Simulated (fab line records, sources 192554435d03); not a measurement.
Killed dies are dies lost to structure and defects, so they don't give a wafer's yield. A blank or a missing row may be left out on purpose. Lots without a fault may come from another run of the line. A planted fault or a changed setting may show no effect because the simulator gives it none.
Which tool did it? | flow n5_finfet | 10 lots, 30 wafers sampled, at 5 steps of a route of 1938

WHAT THE GAUGES READ, wafer by wafer
N5_BEOL_M6_INSPECT_58: inspects for defects (darkfield). Usual: raw_defect_count 67, standard deviation 20.
lot  | measured     | on                | raw_defect_count | flag
L370 | day 10 01:31 | defect_inspect-02 | 49 40 66         |
L373 | day 11 02:36 | defect_inspect-01 | 67 60 54         |
L375 | day 11 22:06 | defect_inspect-01 | 74 80 87         |
L377 | day 12 12:53 | defect_inspect-01 | 66 78 95         |
L386 | day 14 07:06 | defect_inspect-02 | 68 61 74         |
L382 | day 14 11:43 | defect_inspect-01 | 82 64 43         |
L388 | day 15 00:26 | defect_inspect-01 | 48 49 60         |
L384 | day 15 02:20 | defect_inspect-02 | 68 63 57         |
L387 | day 15 06:06 | defect_inspect-02 | 63 75 100        |
L389 | day 15 13:22 | defect_inspect-02 | 77 69 52         |

N5_BEOL_M7_THK_MEAS_01. Usual: M7_ILD_THK 154.7 nm, standard deviation 2.4.
lot  | measured     | on            | M7_ILD_THK (nm)   | flag
L370 | day 10 02:07 | film_metro-02 | 151.4 156.0 155.8 |
L373 | day 11 03:23 | film_metro-01 | 157.1 157.8 157.7 |
L375 | day 11 22:43 | film_metro-01 | 149.8 153.2 153.4 |
L377 | day 12 13:30 | film_metro-01 | 153.7 156.6 156.0 |
L386 | day 14 07:43 | film_metro-01 | 154.0 158.0 157.6 |
L382 | day 14 12:20 | film_metro-02 | 178.2 177.1 178.6 | OFF
L388 | day 15 01:03 | film_metro-02 | 153.6 158.5 158.8 |
L384 | day 15 02:56 | film_metro-01 | 181.5 183.4 185.2 | OFF
L387 | day 15 06:43 | film_metro-02 | 156.0 155.5 156.1 |
L389 | day 15 14:01 | film_metro-02 | 150.2 152.2 151.7 |

WHICH TOOL RAN EACH LOT (tool, then ch and the chambers of the sampled wafers, then the start)
lot  | N5_BEOL_M6_TRENCH_ETCH_37                     | N5_BEOL_M6_DEGAS_44          | N5_BEOL_M7_CURE_74
L370 | rie_diel-06 ch 0,1,3, day 9 23:45 or earlier  | pvd_sputter-02, day 9 23:45  | uv_cure-01 ch 2, day 10 01:41
L373 | rie_diel-06 ch 2,3, day 10 23:02 or earlier   | pvd_sputter-03, day 10 23:02 | uv_cure-01 ch 2, day 11 02:57
L375 | rie_diel-05 ch 0,1,2, day 11 20:31 or earlier | pvd_sputter-02, day 11 20:31 | uv_cure-01 ch 0, day 11 22:12
L377 | rie_diel-06 ch 0,1, day 12 11:00 or earlier   | pvd_sputter-02, day 12 11:00 | uv_cure-03 ch 0, day 12 13:04
L386 | rie_diel-05 ch 0,1,2, day 14 04:53 or earlier | pvd_sputter-01, day 14 04:53 | uv_cure-02 ch 2, day 14 07:12
L382 | rie_diel-06 ch 0,1,3, day 14 08:20 or earlier | pvd_sputter-01, day 14 08:20 | uv_cure-03 ch 1, day 14 11:49
L388 | rie_diel-05 ch 0,1,2, day 14 22:32 or earlier | pvd_sputter-03, day 14 22:32 | uv_cure-01 ch 0, day 15 00:37
L384 | rie_diel-06 ch 1,2, day 15 00:34 or earlier   | pvd_sputter-02, day 15 00:34 | uv_cure-03 ch 2, day 15 02:35
L387 | rie_diel-06 ch 0,1,2, day 15 04:21 or earlier | pvd_sputter-01, day 15 04:21 | uv_cure-01 ch 0, day 15 06:12
L389 | rie_diel-05 ch 0,1,3, day 15 11:32 or earlier | pvd_sputter-01, day 15 11:32 | uv_cure-03 ch 0, day 15 13:30
- N5_BEOL_M6_TRENCH_ETCH_37: etches SiCOH lowk in C4F6/O2, target depth 94.435 nm, time 31.5 s.
- N5_BEOL_M6_DEGAS_44: time 60 s.
- N5_BEOL_M7_CURE_74: cures SiCOH lowk, time 240 s.

WHAT THE TOOLS THEMSELVES READ (means of the sampled wafers that have a number; where no wafer has one, the mark that the record gives instead)
N5_BEOL_M6_TRENCH_ETCH_37. Usual: C4F6_flow_sccm 10.000 sccm, standard deviation 0.028; chamber_pressure_mTorr 29.999 mTorr, standard deviation 0.028; drypump_motor_current_A 5.8 A, standard deviation 0.57; mfc_ar_sccm 300.1 sccm, standard deviation 0.87; oes_o_777_au 0.74 a.u., standard deviation 0.069; oes_product_au 0.75 a.u., standard deviation 0.073; rf_vpp_V 672 V, standard deviation 12; showerhead_plenum_p_Torr 2.83 Torr, standard deviation 0.096; throttle_valve_pct 21.01 %, standard deviation 0.28.
lot  | tool        | C4F6_flow_sccm (sccm) | chamber_pressure_mTorr (mTorr) | drypump_motor_current_A (A) | mfc_ar_sccm (sccm) | oes_o_777_au (a.u.) | oes_product_au (a.u.) | rf_vpp_V (V) | showerhead_plenum_p_Torr (Torr) | throttle_valve_pct (%) | flag
L370 | rie_diel-06 | 9.990                 | 29.986                         | 5.4                         | 300.1              | 0.70                | 0.70                  | 667          | 2.70                            | 21.01                  |
L373 | rie_diel-06 | 10.007                | 30.033                         | 4.9                         | 300.1              | 0.65                | 0.68                  | 674          | 2.87                            | 21.16                  |
L375 | rie_diel-05 | 9.995                 | 29.998                         | 6.4                         | 300.1              | 0.75                | 0.74                  | 674          | 2.86                            | 21.04                  |
L377 | rie_diel-06 | 10.022                | 29.973                         | 5.7                         | 300.4              | 0.68                | 0.68                  | 660          | 2.69                            | 21.23                  |
L386 | rie_diel-05 | 9.992                 | 29.989                         | 6.4                         | 300.2              | 0.73                | 0.73                  | 674          | 2.86                            | 21.07                  |
L382 | rie_diel-06 | 9.980                 | 29.998                         | 5.4                         | 300.3              | 0.76                | 0.76                  | 671          | 2.81                            | 20.95                  |
L388 | rie_diel-05 | 10.020                | 29.982                         | 6.5                         | 300.0              | 0.73                | 0.73                  | 674          | 2.85                            | 21.08                  |
L384 | rie_diel-06 | 9.984                 | 29.986                         | 5.1                         | 299.0              | 0.82                | 0.86                  | 680          | 2.85                            | 21.16                  |
L387 | rie_diel-06 | 10.015                | 29.994                         | 5.4                         | 298.9              | 0.81                | 0.85                  | 674          | 2.88                            | 21.12                  |
L389 | rie_diel-05 | 9.988                 | 30.009                         | 6.2                         | 300.1              | 0.76                | 0.76                  | 677          | 2.83                            | 20.92                  |

N5_BEOL_M6_DEGAS_44. Usual: heater_power_w 338 W, standard deviation 32.
lot  | tool           | heater_power_w (W) | flag
L370 | pvd_sputter-02 | 352                |
L373 | pvd_sputter-03 | 343                |
L375 | pvd_sputter-02 | 337                |
L377 | pvd_sputter-02 | 350                |
L386 | pvd_sputter-01 | 364                |
L382 | pvd_sputter-01 | 327                |
L388 | pvd_sputter-03 | 322                |
L384 | pvd_sputter-02 | 343                |
L387 | pvd_sputter-01 | 292                |
L389 | pvd_sputter-01 | 327                |

N5_BEOL_M7_CURE_74. Usual: lamp_power_pct 52.31 %, standard deviation 0.056; run_length_s 286.4 s, standard deviation 1.4; wafer_temp_C_max 387.0, standard deviation 0.78.
lot  | tool       | lamp_power_pct (%) | run_length_s (s) | wafer_temp_C_max | flag
L370 | uv_cure-01 | 52.36              | 286.3            | 388.0            |
L373 | uv_cure-01 | 52.34              | 286.0            | 387.9            |
L375 | uv_cure-01 | 52.32              | 285.6            | 387.3            |
L377 | uv_cure-03 | 52.39              | 286.9            | 386.8            |
L386 | uv_cure-02 | 52.30              | 285.2            | 386.8            |
L382 | uv_cure-03 | -                  | -                | -                | OFF
L388 | uv_cure-01 | 52.28              | 285.8            | 386.8            |
L384 | uv_cure-03 | -                  | -                | -                | OFF
L387 | uv_cure-01 | 52.33              | 285.8            | 386.9            |
L389 | uv_cure-03 | 52.31              | 287.0            | 386.2            |

THE ANSWER, worked out from the rows above alone
Rule: a lot is off if the mean of its wafers that have a number lies more than 3 standard deviations from the usual mean. A lot without any number at a reading at which 4 lots or more have one is off too. The other lots that the step has rows for count as sound. The gauges are gone through in route order, then the tools' own readings, and for those a lot's mean is taken as printed above. The first step at which some lot is off is used, and at that step the reading that is off furthest; a lot without a number counts as furthest.
Off: L382, L384, at N5_BEOL_M7_THK_MEAS_01 (M7_ILD_THK).
A tool fits if, at a process step before that reading, it ran every lot that is off, and no sound lot after the first of them. The gauges at N5_BEOL_M7_THK_MEAS_01 aren't tried: what is off there is off at N5_BEOL_M7_CURE_74 too, on other tools, and a gauge's error can't cause that. N5_BEOL_M6_TRENCH_ETCH_37 gives no start for some lots, so the hours and the order of its lots are those of N5_BEOL_M6_DEGAS_44. None of those tried fits.

WHAT THE SIMULATOR HAD PUT IN
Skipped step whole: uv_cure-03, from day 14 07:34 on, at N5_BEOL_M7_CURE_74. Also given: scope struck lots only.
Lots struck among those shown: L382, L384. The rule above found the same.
